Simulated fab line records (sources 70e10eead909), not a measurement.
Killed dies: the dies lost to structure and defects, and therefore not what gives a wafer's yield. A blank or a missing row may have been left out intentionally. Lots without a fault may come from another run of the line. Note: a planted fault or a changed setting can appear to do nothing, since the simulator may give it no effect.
Comparing a struck lot with a sound one	flow nandHarc	21 steps out of a route of 1302
Sound: wafers L225.2, L225.4, L225.6. Struck: wafer L217.2 (L217.3, L217.6, from the same lot, were not struck and are left out); the cause is given at the end.
At each step with rows: each side's tool, then ch and its chambers, then its first start. Under that, the readings that differ: sound wafers	struck wafers	difference of the means	sigmas: that difference in standard deviations of wafers without a fault.
alike: readings whose means differ by less than 2 such deviations, and words and numbers that are the same on both sides. not compared: withheld readings, readings that some wafer has no value for, bounds like >300 that may hide the same value, and numbers for which the record gives no deviation and whose values overlap.
A row with sigmas, a row that says differs or no value, or rows on one side alone: a step with any of these is where the two part. When numbers do not overlap yet have no deviation, they are printed without sigmas and do not part them. A reading missing from all wafers of one side parts the sides only when that side holds two or more wafers.

NHARC_P_CONTACT_CMP_24: polishes, t overpolish 30 s, target thk 200 nm.
  sound on cmp-02 ch 1,2,3, day 13 19:38; struck on cmp-04 ch 1, day 10 19:54
  alike: motorCurrentA, overpolishRunS, retainingRingPressureFrac, timeToEndpointS
after that, 1 step had no rows for these wafers: NHARC_P_CONTACT_SRD_26.
NHARC_P_CONTACT_INSPECT_27:
  sound on defectInspect-01 at day 13 20:00; struck on defectInspect-02 at day 10 20:17
  alike: rawDefectCount
then, 8 steps without rows for these wafers: NHARC_P_M0_DEP_00 (deposits SiOC, target thk 150 nm); NHARC_P_M0_DEHYDRATE_01 (time 120 s); NHARC_P_M0_HMDS_02 (time 30 s); NHARC_P_M0_COAT_33 (time 65 s); NHARC_P_M0_COAT_03 (resist thk 90 nm); NHARC_P_M0_SOFTBAKE_04 (time 55 s); NHARC_P_M0_EBR_05; NHARC_P_M0_EXPOSE_06 (exposes mask P M0, target cd 90 nm).
NHARC_P_M0_PEB_07: peb time 65 s.
  sound on lithoTrack-04 ch 0, day 13 20:42; struck on lithoTrack-01 ch 0, day 10 21:06
  alike: heaterPowerTotalW
then, 1 step without rows for these wafers: NHARC_P_M0_DEVELOP_08 (develop time 35 s).
NHARC_P_M0_CD_MEAS_09 targets a cd of 90 nm.
  sound on cdSem-03 ch 0, day 13 20:47; struck on cdSem-01 ch 0, day 10 21:11
reading	sound	struck	difference	sigmas
cdNm (nm)	89.4 89.0 90.2	91.2	+1.7	+2
NHARC_P_M0_OVL_MEAS_10: pitch 180 nm.
  sound on overlay-02 at day 13 20:52; struck on overlay-02 at day 10 21:16
reading	sound	struck	difference	sigmas
overlayYNm (nm)	0.5 0.6 0.5	-1.3	-1.8	-2
  alike: overlayXNm
NHARC_P_M0_INSPECT_11:
  sound on defectInspect-01 at day 13 20:55; struck on defectInspect-02 at day 10 21:18
  alike: rawDefectCount
NHARC_P_M0_DESCUM_14: chemistry O2, time 3 s.
  sound on rieDiel-02 ch 0,1,3, day 13 20:59; struck on rieDiel-03 ch 2, day 10 21:22
  alike: drypumpMotorCurrentA, oesProductAu, rfVppV, showerheadPlenumPTorr, throttleValvePct
  not compared: rfHoursCounterH, model.P_M0.cdNm
NHARC_P_M0_ETCH_34: etches the open film in N2/H2, target depth 40 nm, overetch 12 nm, time 43.94 s.
  sound on rieDiel-02 ch 0,1, day 13 21:04; struck on rieDiel-03 ch 0, day 10 21:28
  alike: drypumpMotorCurrentA, oesProductAu, rfFwdPowerW, rfVppV, showerheadPlenumPTorr, throttleValvePct
  not compared: rfHoursCounterH
NHARC_P_M0_ETCH_15: etches the open film in C4F8/Ar, target depth 150 nm, overetch 15 nm, time 82.5 s.
  sound: rieDiel-02 ch 2,3; struck: rieDiel-03 ch 3
reading	sound	struck	difference	sigmas
rfVppV (V)	438.6 438.8 440.3	445.1	+5.9	+2
  alike: oesProductAu, rfFwdPowerW
  not compared: rfHoursCounterH, model.P_M0.cdNm
NHARC_P_M0_CD_MEAS_16:
  sound on cdSem-01 at day 13 21:16; struck on cdSem-03 at day 10 21:40
  alike: cdNm
NHARC_END_SORT_01:
  the record has rows for the sound wafers here (prober-02 ch 0, day 32 21:46) and none for the struck ones

## WHERE THEY PART
Earliest at NHARC_P_M0_CD_MEAS_09; latest, in this record, at NHARC_END_SORT_01.

WHY: what the simulator had put in
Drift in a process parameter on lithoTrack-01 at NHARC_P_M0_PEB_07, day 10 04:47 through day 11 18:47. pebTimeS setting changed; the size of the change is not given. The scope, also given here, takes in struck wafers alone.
